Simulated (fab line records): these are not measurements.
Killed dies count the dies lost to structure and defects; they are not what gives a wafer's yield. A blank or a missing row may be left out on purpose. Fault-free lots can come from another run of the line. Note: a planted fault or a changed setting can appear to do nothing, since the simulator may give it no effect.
Chamber matching :: flow nandHarc :: NHARC_A_SLIT_ETCH_24 on rieDiel-06 has 4 sister chambers
The step etches the open film in CF4/CHF3, target depth 121 nm, time 60.5 s. 14 wafers are shown with their chamber, then 7 later ones without.

EACH WAFER AND ITS CHAMBER
wafer: L076.3
chamber: 1
drypumpMotorCurrentA (A): 5.5
rfVppV (V): 367.2
throttleValvePct (%): 16.801

wafer: L076.5
chamber: 2
drypumpMotorCurrentA (A): 5.2
rfVppV (V): 368.1
throttleValvePct (%): 16.801

wafer: L076.6
chamber: 3
drypumpMotorCurrentA (A): 6.6
rfVppV (V): 368.1
throttleValvePct (%): 16.809

wafer: L081.1
chamber: 3
drypumpMotorCurrentA (A): 6.5
rfVppV (V): 367.1
throttleValvePct (%): 16.804

wafer: L081.2
chamber: 1
drypumpMotorCurrentA (A): 5.5
rfVppV (V): 366.5
throttleValvePct (%): 16.787

wafer: L081.3
chamber: 2
drypumpMotorCurrentA (A): 5.3
rfVppV (V): 367.0
throttleValvePct (%): 16.816

wafer: L082.1
chamber: 0
drypumpMotorCurrentA (A): 5.6
rfVppV (V): 371.6
throttleValvePct (%): 16.801

wafer: L082.3
chamber: 2
drypumpMotorCurrentA (A): 5.2
rfVppV (V): 367.2
throttleValvePct (%): 16.794

wafer: L082.6
chamber: 1
drypumpMotorCurrentA (A): 5.6
rfVppV (V): 365.5
throttleValvePct (%): 16.807

wafer: L085.1
chamber: 1
drypumpMotorCurrentA (A): 5.5
rfVppV (V): 367.0
throttleValvePct (%): 16.809

wafer: L085.3
chamber: 3
drypumpMotorCurrentA (A): 6.6
rfVppV (V): 366.4
throttleValvePct (%): 16.815

wafer: L085.6
chamber: 2
drypumpMotorCurrentA (A): 5.2
rfVppV (V): 368.6
throttleValvePct (%): 16.804

wafer: L090.1
chamber: 2
drypumpMotorCurrentA (A): 5.3
rfVppV (V): 368.7
throttleValvePct (%): 16.800

wafer: L090.4
chamber: 1
drypumpMotorCurrentA (A): 5.5
rfVppV (V): 365.7
throttleValvePct (%): 16.812

SIGNATURES (means of the wafers above)
reading: drypumpMotorCurrentA
chamber 0: 5.600
chamber 1: 5.520
chamber 2: 5.240
chamber 3: 6.567
scatter within a chamber: 0.0516

reading: rfVppV
chamber 0: 371.600
chamber 1: 366.380
chamber 2: 367.920
chamber 3: 367.200
scatter within a chamber: 0.79

reading: throttleValvePct
chamber 0: 16.80100
chamber 1: 16.80320
chamber 2: 16.80300
chamber 3: 16.80933
scatter within a chamber: 0.00847
Rule: for a wafer and a chamber, the distance is found by dividing, reading by reading, the gap between the wafer's reading and the chamber's mean by the reading's scatter, squaring, summing and taking the root. If the next closest chamber is less than 2 further off than the closest, the wafer can't be placed; otherwise it belongs to the closest. The scatter: take each reading less its chamber's mean, square it, sum over the shown wafers, divide by the number of wafers less the number of chambers, and take the root.

WAFERS WITHOUT THEIR CHAMBER
wafer: L090.5
drypumpMotorCurrentA (A): 5.6
rfVppV (V): 371.3
throttleValvePct (%): 16.786

wafer: L095.1
drypumpMotorCurrentA (A): 5.2
rfVppV (V): 367.6
throttleValvePct (%): 16.806

wafer: L095.2
drypumpMotorCurrentA (A): 5.5
rfVppV (V): 368.2
throttleValvePct (%): 16.784

wafer: L095.5
drypumpMotorCurrentA (A): 5.5
rfVppV (V): 368.0
throttleValvePct (%): 16.815

wafer: L096.3
drypumpMotorCurrentA (A): 6.6
rfVppV (V): 366.4
throttleValvePct (%): 16.797

wafer: L096.5
drypumpMotorCurrentA (A): 5.6
rfVppV (V): 367.4
throttleValvePct (%): 16.803

wafer: L096.6
drypumpMotorCurrentA (A): 5.2
rfVppV (V): 368.5
throttleValvePct (%): 16.809

CHAMBER TAKEN BY EACH
wafer: L090.5
from the rows above: 0
in truth: 0

wafer: L095.1
from the rows above: 2
in truth: 2

wafer: L095.2
from the rows above: can't be placed: 1 or 0
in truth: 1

wafer: L095.5
from the rows above: 1
in truth: 1

wafer: L096.3
from the rows above: 3
in truth: 3

wafer: L096.5
from the rows above: 1
in truth: 1

wafer: L096.6
from the rows above: 2
in truth: 2
Correct placement for 6 of the 7. Can't be placed from these rows: 1 (the true chamber is among the candidates in 1). Placed wrongly: 0.
